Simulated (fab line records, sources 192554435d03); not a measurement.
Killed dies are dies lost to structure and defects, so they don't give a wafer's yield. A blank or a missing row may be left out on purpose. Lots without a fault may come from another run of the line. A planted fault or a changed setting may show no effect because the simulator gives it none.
fab line records | flow n5_finfet | part 1 of 2: steps 1 to 20 of 30
record lots=5 wafers=15 last_day=15
route steps=1938 shown BEOL_M4@1024
lots that met no fault: from a run of the same line without faults
start_h: hours from the record's first day to the start of the lot's first wafer shown | wait_h: hours since the lot's step before | " the same as in the row above | L1.1+2: a row that stands for several wafers | - no value, or no start given | * or withheld: withheld | < > ~ a bound
route shown NAME@n: a module of which the file shows steps, and the number in the route of the first | usual: mean/standard deviation of fault-free wafers | same: alike in all rows | chamber/n: place in a boat | sites: the reading at each site | _std_site: their standard deviation | _edge_site: outer sites' mean less inner sites' | radius_mm: how far each site lies from the wafer's centre | mask NAME#n: copy n | behind: the tool/chamber that last shaped the wafer | hold: why the lot was held/for how many hours/how that ended | device: the transistor (n, p or np) that didn't switch | end of line: the same wafers' tests at the end of the route | a step without rows: its recipe alone | killed: dies lost to structure and defects at the first sort, not the wafer's yield | map: a wafer's dies, x killed, . not, _ none there
set.NAME: the setting as run; set.NAME@STEP: as run at that earlier step | model.NAME: the simulator's own value behind a step, which no gauge read
lots at some steps of the route; a table a step, a row a wafer
services: from which hour (start_h, from the record's first day; less than 0 if before it) a tool's chamber was out of use, for how many hours, and why
## steps
# step N5_BEOL_M4_HM_DEP_02
# recipe material=TiN target_thk_a=200 temp_c=25 chamber_pressure_pa=0.49996
# usual throttle_valve_pct=30.0/0.98
# columns lot.wafer tool chamber start_h wait_h throttle_valve_pct
L076.2 pvd_sputter-02 - 163.14 1.3 29.7
L076.3 " - " " 29.7
L076.5 " - " " 29.7
L077.1 pvd_sputter-01 - 171.71 2.0 29.5
L077.3 " - " " 28.4
L077.5 " - " " 30.3
L082.2 pvd_sputter-02 - 200.91 0.1 29.8
L082.3 " - " " 30.1
L082.4 " - " " 29.6
L085.2 pvd_sputter-02 - 216.45 2.0 29.5
L085.4 " - " " 32.3
L085.6 " - " " 29.8
L090.2 pvd_sputter-03 - 247.70 1.7 31.7
L090.3 " - " " 30.7
L090.4 " - " " 30.1
# step N5_BEOL_M4_COAT_61
# recipe resist=SOC temp_c=250 time_s=60 spin_rpm=1500 resist_thk_nm=60
# usual heater_power_total_W=500.4/1.8 spin_speed_rpm=1499.9/1
# columns lot.wafer tool chamber start_h wait_h heater_power_total_W spin_speed_rpm
L076.2 litho_track-01 0 163.27 0.1 500.2 1498.7
L076.3 " 0 " " 497.4 1501.1
L076.5 " 0 " " 501.5 1499.0
L077.1 litho_track-02 0 171.84 0.1 503.1 1500.7
L077.3 " 0 " " 497.4 1500.1
L077.5 " 0 " " 499.4 1498.6
L082.2 litho_track-05 0 201.04 0.1 502.6 1500.3
L082.3 " 0 " " 497.6 1501.3
L082.4 " 0 " " 500.9 1500.7
L085.2 litho_track-01 0 216.58 0.1 502.4 1502.6
L085.4 " 0 " " 499.7 1499.3
L085.6 " 0 " " 497.5 1499.6
L090.2 litho_track-01 0 247.83 0.1 499.0 1501.8
L090.3 " 0 " " 503.0 1498.4
L090.4 " 0 " " 499.7 1499.6
# step N5_BEOL_M4_COAT_62
# recipe resist=SiARC temp_c=220 time_s=60 spin_rpm=1500 resist_thk_nm=12
# usual heater_power_total_W=427.7/2.2 spin_speed_rpm=1499.9/1.1
# columns lot.wafer tool chamber start_h wait_h heater_power_total_W spin_speed_rpm
L076.2 litho_track-01 0 - - 428.4 1499.9
L076.3 " 0 " " 429.1 1499.8
L076.5 " 0 " " 429.6 1500.5
L077.1 litho_track-02 0 - - 429.4 1499.7
L077.3 " 0 " " 425.6 1499.2
L077.5 " 0 " " 425.8 1498.3
L082.2 litho_track-05 0 - - 428.7 1499.2
L082.3 " 0 " " 427.0 1500.7
L082.4 " 0 " " 426.6 1499.6
L085.2 litho_track-01 0 - - 424.1 1500.7
L085.4 " 0 " " 425.5 1503.0
L085.6 " 0 " " 427.2 1500.5
L090.2 litho_track-01 0 - - 427.0 1499.3
L090.3 " 0 " " 430.7 1500.9
L090.4 " 0 " " 424.6 1501.0
# step N5_BEOL_M4_COAT_73
# recipe resist=underlayer temp_c=205 time_s=60 spin_rpm=1500 resist_thk_nm=5
# usual heater_power_total_W=391.5/1.3 spin_speed_rpm=1500.0/1.1
# columns lot.wafer tool chamber start_h wait_h heater_power_total_W spin_speed_rpm
L076.2 litho_track-01 0 - - 391.4 1498.4
L076.3 " 0 " " 392.0 1500.3
L076.5 " 0 " " 392.7 1499.4
L077.1 litho_track-02 0 - - 393.3 1500.1
L077.3 " 0 " " 389.5 1500.0
L077.5 " 0 " " 389.9 1500.4
L082.2 litho_track-05 0 - - 392.3 1500.3
L082.3 " 0 " " 391.4 1500.9
L082.4 " 0 " " 391.7 1501.6
L085.2 litho_track-01 0 - - 389.5 1498.6
L085.4 " 0 " " 392.6 1500.5
L085.6 " 0 " " 392.2 1498.9
L090.2 litho_track-01 0 - - 392.0 1498.7
L090.3 " 0 " " 389.6 1499.7
L090.4 " 0 " " 390.5 1500.9
# step N5_BEOL_M4_COAT_05
# recipe resist=CAR-EUV spin_rpm=1500 resist_thk_nm=30
# usual spin_speed_rpm=1500.1/1
# columns lot.wafer tool chamber start_h wait_h spin_speed_rpm
L076.2 litho_track-01 0 - - 1501.2
L076.3 " 0 " " 1500.4
L076.5 " 0 " " 1501.0
L077.1 litho_track-02 0 - - 1500.4
L077.3 " 0 " " 1500.8
L077.5 " 0 " " 1498.6
L082.2 litho_track-05 0 - - 1498.2
L082.3 " 0 " " 1500.8
L082.4 " 0 " " 1499.9
L085.2 litho_track-01 0 - - 1499.8
L085.4 " 0 " " 1500.5
L085.6 " 0 " " 1502.1
L090.2 litho_track-01 0 - - 1501.4
L090.3 " 0 " " 1501.6
L090.4 " 0 " " 1498.7
# step N5_BEOL_M4_EBR_07
# recipe solvent=PGMEA ebr_width_mm=1.5
# columns lot.wafer tool chamber start_h wait_h
L076.2+3+5 litho_track-01 0 - -
L077.1+3+5 litho_track-02 0 - -
L082.2+3+4 litho_track-05 0 - -
L085.2+4+6 litho_track-01 0 - -
L090.2+3+4 litho_track-01 0 - -
# step N5_BEOL_M4_SOFTBAKE_06
# recipe temp_c=110 time_s=60 resist=CAR-EUV
# usual heater_power_total_W=175.1/1.6
# columns lot.wafer tool chamber start_h wait_h heater_power_total_W
L076.2 litho_track-01 0 - - 176.9
L076.3 " 0 " " 173.4
L076.5 " 0 " " 175.3
L077.1 litho_track-02 0 - - 175.7
L077.3 " 0 " " 175.3
L077.5 " 0 " " 174.4
L082.2 litho_track-05 0 - - 177.5
L082.3 " 0 " " 175.5
L082.4 " 0 " " 175.3
L085.2 litho_track-01 0 - - 173.6
L085.4 " 0 " " 176.8
L085.6 " 0 " " 173.1
L090.2 litho_track-01 0 - - 176.6
L090.3 " 0 " " 177.3
L090.4 " 0 " " 173.0
# step N5_BEOL_M4_EXPOSE_08
# recipe mask_id=M4 na=0.33 source_shape=dipole sigma_inner=0.369 sigma_outer=0.767 polarization=unpolarized dose_mj=41.25
# same sigma_inner=0.369 sigma_outer=0.767
# columns lot.wafer tool chamber start_h wait_h mask
L076.2+3+5 euv_scanner-02 0 163.41 - M4#0
L077.1+3+5 euv_scanner-02 0 171.98 - M4#0
L082.2+3+4 euv_scanner-01 0 201.31 - M4#0
L085.2+4+6 euv_scanner-01 0 216.85 - M4#0
L090.2+3+4 euv_scanner-01 0 248.10 - M4#0
# step N5_BEOL_M4_PEB_09
# recipe peb_temp_c=100 peb_time_s=60 resist=CAR-EUV
# usual heater_power_total_W=154.0/1.1
# columns lot.wafer tool chamber start_h wait_h heater_power_total_W
L076.2 litho_track-05 0 163.47 0.1 153.3
L076.3 " 0 " " 155.2
L076.5 " 0 " " 154.4
L077.1 litho_track-01 0 172.04 0.1 155.5
L077.3 " 0 " " 155.1
L077.5 " 0 " " 153.6
L082.2 litho_track-01 0 201.37 0.1 152.3
L082.3 " 0 " " 154.9
L082.4 " 0 " " 155.4
L085.2 litho_track-05 0 216.90 0.1 154.8
L085.4 " 0 " " 152.3
L085.6 " 0 " " 152.9
L090.2 litho_track-01 0 248.16 0.1 152.5
L090.3 " 0 " " 153.5
L090.4 " 0 " " 154.4
# step N5_BEOL_M4_DEVELOP_10
# recipe develop_time_s=30 developer=TMAH resist=CAR-EUV rinse_liquid=surfactant_rinse dry=air_spin dev_temp_c=23
# columns lot.wafer tool chamber start_h wait_h
L076.2+3+5 litho_track-05 0 - -
L077.1+3+5 litho_track-01 0 - -
L082.2+3+4 litho_track-01 0 - -
L085.2+4+6 litho_track-05 0 - -
L090.2+3+4 litho_track-01 0 - -
# step N5_BEOL_M4_CD_MEAS_11
# recipe target_cd_nm=16.79 landing_energy_ev=500 detector=se_inlens polarity=opening
# usual cd_nm=16.75/0.3
# same landing_energy_ev=500
# columns lot.wafer tool chamber start_h wait_h cd_nm
L076.2 cd_sem-01 0 163.54 - 16.59
L076.3 " 0 " " 16.00
L076.5 " 0 " " 15.94
L077.1 cd_sem-03 0 172.11 - 16.59
L077.3 " 0 " " 16.86
L077.5 " 0 " " 16.98
L082.2 cd_sem-03 0 201.44 - 16.83
L082.3 " 0 " " 16.66
L082.4 " 0 " " 16.86
L085.2 cd_sem-03 0 216.97 - 16.66
L085.4 " 0 " " 16.27
L085.6 " 0 " " 16.75
L090.2 cd_sem-01 0 248.23 - 16.55
L090.3 " 0 " " 16.61
L090.4 " 0 " " 16.24
# step N5_BEOL_M4_OVL_MEAS_12
# recipe points_per_wafer=522
# usual M4_OVL=0.1/0.65
# columns lot.wafer tool chamber start_h wait_h M4_OVL[nm]
L076.2 overlay-02 0 163.57 0.0 0.1
L076.3 " 0 " " 0.4
L076.5 " 0 " " 0.8
L077.1 overlay-02 0 172.14 0.0 -0.3
L077.3 " 0 " " 0.1
L077.5 " 0 " " 0.2
L082.2 overlay-01 0 201.47 0.0 -0.7
L082.3 " 0 " " -0.7
L082.4 " 0 " " -1.7
L085.2 overlay-02 0 217.01 0.0 0.0
L085.4 " 0 " " -0.6
L085.6 " 0 " " -0.3
L090.2 overlay-02 0 248.26 0.0 0.5
L090.3 " 0 " " -0.6
L090.4 " 0 " " -0.1
# step N5_BEOL_M4_INSPECT_13
# recipe mode=adi inspect_instrument=brightfield
# usual raw_defect_count=417/97
# columns lot.wafer tool chamber start_h wait_h raw_defect_count
L076.2 defect_inspect-01 - 163.63 0.0 381
L076.3 " - " " 478
L076.5 " - " " 565
L077.1 defect_inspect-01 - 172.20 0.1 326
L077.3 " - " " 481
L077.5 " - " " 543
L082.2 defect_inspect-01 - 201.52 0.0 459
L082.3 " - " " 469
L082.4 " - " " 319
L085.2 defect_inspect-02 - 217.06 0.0 303
L085.4 " - " " 399
L085.6 " - " " 352
L090.2 defect_inspect-02 - 248.32 0.0 425
L090.3 " - " " 372
L090.4 " - " " 497
# step N5_BEOL_M4_DESCUM_16
# recipe chemistry=O2 time_s=7 source_power_w=50 bias_power_w=20 pressure_mtorr=20 rf_frequency_hz=2.712e+07 temp_c=40 resist=CAR-EUV o2_flow_sccm=225
# usual drypump_motor_current_A=5.7/0.41 oes_product_au=0.79/0.092 rf_vpp_V=243.6/1.5 showerhead_plenum_p_Torr=2.12/0.077 throttle_valve_pct=20.44/0.29
# columns lot.wafer tool chamber start_h wait_h drypump_motor_current_A oes_product_au rf_hours_counter_h rf_vpp_V showerhead_plenum_p_Torr throttle_valve_pct
L076.2 rie_diel-01 3 163.66 0.0 5.8 0.70 200 244.0 2.17 20.95
L076.3 " 2 " " 5.1 0.88 42 241.3 2.06 20.30
L076.5 " 2 " " 5.1 0.89 - 242.3 2.06 20.30
L077.1 rie_diel-02 3 172.53 0.3 6.4 0.81 78 243.2 2.11 20.15
L077.3 " 2 " " 5.3 0.89 21 245.0 2.22 20.44
L077.5 " 2 " " 5.3 0.89 - 245.2 2.23 20.44
L082.2 rie_diel-01 1 201.74 0.2 6.0 0.74 194 243.6 2.08 20.47
L082.3 " 2 " " 5.0 0.86 54 242.4 2.05 20.33
L082.4 " 0 " " 5.8 0.70 189 243.8 2.16 20.42
L085.2 rie_diel-01 2 217.09 0.0 5.1 0.86 59 243.6 2.05 20.32
L085.4 " 1 " " 6.1 0.73 198 243.6 2.08 20.50
L085.6 " 0 " " 5.8 0.69 - 246.1 2.16 20.45
L090.2 rie_diel-01 0 248.95 0.6 5.8 0.70 204 243.5 2.16 20.45
L090.3 " 1 " " 6.1 0.73 210 243.7 2.08 20.50
L090.4 " 3 " " 5.8 0.68 229 244.6 2.16 21.01
# step N5_BEOL_M4_ETCH_74
# recipe chemistry=N2/H2 target=underlayer target_depth_a=65 mask_material=CAR-EUV time_s=5.2 ion_energy_ev=200 pressure_mtorr=30 source_w=840 bias_w=150 n2_flow_sccm=200 h2_flow_sccm=200 ends=cleared
# usual drypump_motor_current_A=5.7/0.42 etch_rf_on_time_s=5.20/0.24 oes_product_au=0.68/0.082 rf_vpp_V=524.9/2.8 showerhead_plenum_p_Torr=2.58/0.1 throttle_valve_pct=17.86/0.29
# columns lot.wafer tool chamber start_h wait_h drypump_motor_current_A etch_rf_on_time_s oes_product_au rf_hours_counter_h rf_vpp_V showerhead_plenum_p_Torr throttle_valve_pct
L076.2 rie_diel-01 3 163.69 0.0 5.8 4.89 0.61 200 527.6 2.63 18.39
L076.3 " 2 " " 5.2 5.11 0.75 42 521.6 2.47 17.46
L076.5 " 2 " " 5.1 5.04 0.76 - 521.5 2.47 17.43
L077.1 rie_diel-02 3 172.57 0.0 6.4 4.97 0.73 78 524.9 2.59 17.82
L077.3 " 2 " " 5.3 4.82 0.79 21 527.7 2.72 17.97
L077.5 " 2 " " 5.3 4.87 0.79 - 528.9 2.72 17.93
L082.2 rie_diel-01 1 201.77 0.0 6.1 5.49 0.61 194 524.5 2.53 17.90
L082.3 " 2 " " 5.1 5.13 0.75 54 521.2 2.46 17.47
L082.4 " 0 " " 5.8 5.71 0.58 189 527.4 2.64 17.88
L085.2 rie_diel-01 2 217.13 0.0 5.1 5.03 0.75 59 522.4 2.46 17.45
L085.4 " 1 " " 6.1 5.43 0.61 198 524.3 2.53 17.92
L085.6 " 0 " " 5.8 5.58 0.57 - 526.4 2.64 17.92
L090.2 rie_diel-01 0 248.99 0.0 5.8 5.72 0.57 204 528.9 2.64 17.91
L090.3 " 1 " " 6.1 5.46 0.60 210 523.7 2.53 17.93
L090.4 " 3 " " 5.8 4.97 0.59 229 527.1 2.61 18.46
# step N5_BEOL_M4_ETCH_63
# recipe chemistry=CF4 target=SiARC target_depth_a=156 mask_material=CAR-EUV time_s=26 ion_energy_ev=80 pressure_mtorr=40 source_w=545 bias_w=36 Ar_flow_sccm=100 cf4_flow_sccm=100 ends=cleared
# usual drypump_motor_current_A=5.7/0.42 etch_rf_on_time_s=26.0/1.2 oes_product_au=0.68/0.084 rf_vpp_V=184.4/1.2 showerhead_plenum_p_Torr=2.17/0.084 throttle_valve_pct=15.61/0.28
# columns lot.wafer tool chamber start_h wait_h drypump_motor_current_A etch_rf_on_time_s oes_product_au rf_hours_counter_h rf_vpp_V showerhead_plenum_p_Torr throttle_valve_pct
L076.2 rie_diel-01 3 163.71 0.0 5.8 24.7 0.61 200 184.3 2.21 16.00
L076.3 " 2 " " 5.1 24.8 0.77 42 182.1 2.07 15.23
L076.5 " 2 " " 5.1 24.6 0.77 - 183.8 2.07 15.22
L077.1 rie_diel-02 3 172.59 0.0 6.4 25.1 0.72 78 183.2 2.17 15.42
L077.3 " 2 " " 5.3 24.4 0.79 21 186.7 2.30 15.64
L077.5 " 2 " " 5.3 24.1 0.79 - 186.6 2.30 15.66
L082.2 rie_diel-01 1 201.79 0.0 6.1 27.0 0.62 194 184.8 2.11 15.59
L082.3 " 2 " " 5.1 25.1 0.76 54 183.2 2.07 15.24
L082.4 " 0 " " 5.8 28.5 0.59 189 185.3 2.23 15.86
L085.2 rie_diel-01 2 217.14 0.0 5.1 25.0 0.75 59 183.2 2.07 15.25
L085.4 " 1 " " 6.1 27.3 0.61 198 185.0 2.11 15.57
L085.6 " 0 " " 5.8 28.4 0.58 - 184.6 2.23 15.88
L090.2 rie_diel-01 0 249.00 0.0 5.8 28.2 0.57 204 185.4 2.23 15.90
L090.3 " 1 " " 6.1 27.0 0.61 210 183.9 2.10 15.59
L090.4 " 3 " " 5.7 25.1 0.59 229 184.2 2.20 16.08
# step N5_BEOL_M4_ETCH_64
# recipe chemistry=N2/H2 target=SOC target_depth_a=750 overetch_a=225 mask_material=SiARC temp_c=40 time_s=121.9 ion_energy_ev=200 pressure_mtorr=30 source_w=840 bias_w=150 n2_flow_sccm=200 h2_flow_sccm=200
# usual drypump_motor_current_A=5.7/0.42 oes_product_au=0.60/0.066 rf_vpp_V=524.7/2.7 showerhead_plenum_p_Torr=2.58/0.1 throttle_valve_pct=17.82/0.29
# columns lot.wafer tool chamber start_h wait_h drypump_motor_current_A oes_product_au rf_hours_counter_h rf_vpp_V showerhead_plenum_p_Torr throttle_valve_pct
L076.2 rie_diel-01 3 163.74 0.0 5.7 0.53 200 526.9 2.63 18.33
L076.3 " 2 " " 5.2 0.67 42 521.5 2.47 17.40
L076.5 " 2 " " 5.1 0.67 - 521.1 2.47 17.38
L077.1 rie_diel-02 3 172.61 0.0 6.4 0.63 79 525.5 2.59 17.76
L077.3 " 2 " " 5.3 0.68 21 529.0 2.72 17.89
L077.5 " 2 " " 5.3 0.68 - 527.7 2.72 17.91
L082.2 rie_diel-01 1 201.82 0.0 6.1 0.56 194 523.3 2.53 17.86
L082.3 " 2 " " 5.1 0.66 54 521.8 2.46 17.42
L082.4 " 0 " " 5.8 0.55 189 525.3 2.64 17.84
L085.2 rie_diel-01 2 217.17 0.0 5.2 0.65 59 522.0 2.46 17.42
L085.4 " 1 " " 6.1 0.56 198 522.6 2.53 17.88
L085.6 " 0 " " 5.8 0.54 - 526.9 2.64 17.88
L090.2 rie_diel-01 0 249.03 0.0 5.8 0.54 204 526.1 2.64 17.88
L090.3 " 1 " " 6.1 0.55 210 522.4 2.53 17.87
L090.4 " 3 " " 5.8 0.52 229 526.4 2.61 18.37
# step N5_BEOL_M4_STRIP_65
# recipe chemistry=N2/H2 temp_c=40 n2_flow_sccm=200 h2_flow_sccm=200 rf_frequency_hz=6e+07
# columns lot.wafer tool chamber start_h wait_h
L076.2+3+5 rie_diel-01 3,2,2 163.85 0.1
L077.1+3+5 rie_diel-02 3,2,2 172.73 0.1
L082.2+3+4 rie_diel-01 1,2,0 201.93 0.1
L085.2+4+6 rie_diel-01 2,1,0 217.28 0.1
L090.2+3+4 rie_diel-01 0,1,3 249.15 0.1
# step N5_BEOL_M4_STRIP_75
# recipe chemistry=N2/H2 temp_c=40 n2_flow_sccm=200 h2_flow_sccm=200 rf_frequency_hz=6e+07
# columns lot.wafer tool chamber start_h wait_h
L076.2+3+5 rie_diel-01 3,2,2 163.86 0.0
L077.1+3+5 rie_diel-02 3,2,2 172.74 0.0
L082.2+3+4 rie_diel-01 1,2,0 201.94 0.0
L085.2+4+6 rie_diel-01 2,1,0 217.29 0.0
L090.2+3+4 rie_diel-01 0,1,3 249.16 0.0
# step N5_BEOL_M4_STRIP_66
# recipe chemistry=CF4 resist=SiARC power_w=300 bias_power_w=75 pressure_mtorr=50 cf4_flow_sccm=150 rf_frequency_hz=6e+07
# usual drypump_motor_current_A=5.7/0.41 oes_product_au=0.79/0.087 rf_vpp_V=271.5/1.5 showerhead_plenum_p_Torr=1.81/0.072 throttle_valve_pct=13.57/0.29
# columns lot.wafer tool chamber start_h wait_h drypump_motor_current_A oes_product_au rf_hours_counter_h rf_vpp_V showerhead_plenum_p_Torr throttle_valve_pct
L076.2 rie_diel-01 3 163.87 0.0 5.7 0.69 200 272.6 1.85 14.00
L076.3 " 2 " " 5.2 0.87 42 270.6 1.73 13.17
L076.5 " 2 " " 5.1 0.87 - 270.2 1.73 13.17
L077.1 rie_diel-02 3 172.75 0.0 6.4 0.83 79 269.7 1.79 13.26
L077.3 " 2 " " 5.3 0.87 21 274.8 1.92 13.55
L077.5 " 2 " " 5.3 0.88 - 271.2 1.92 13.53
L082.2 rie_diel-01 1 201.95 0.0 6.1 0.73 194 270.1 1.75 13.53
L082.3 " 2 " " 5.1 0.85 54 271.1 1.73 13.21
L082.4 " 0 " " 5.8 0.71 189 272.1 1.89 13.91
L085.2 rie_diel-01 2 217.30 0.0 5.1 0.84 59 270.9 1.73 13.21
L085.4 " 1 " " 6.1 0.73 198 271.7 1.75 13.54
L085.6 " 0 " " 5.8 0.70 - 272.2 1.88 13.93
L090.2 rie_diel-01 0 249.17 0.0 5.8 0.70 204 273.1 1.88 13.93
L090.3 " 1 " " 6.0 0.72 210 271.1 1.75 13.59
L090.4 " 3 " " 5.8 0.67 229 272.9 1.84 14.05
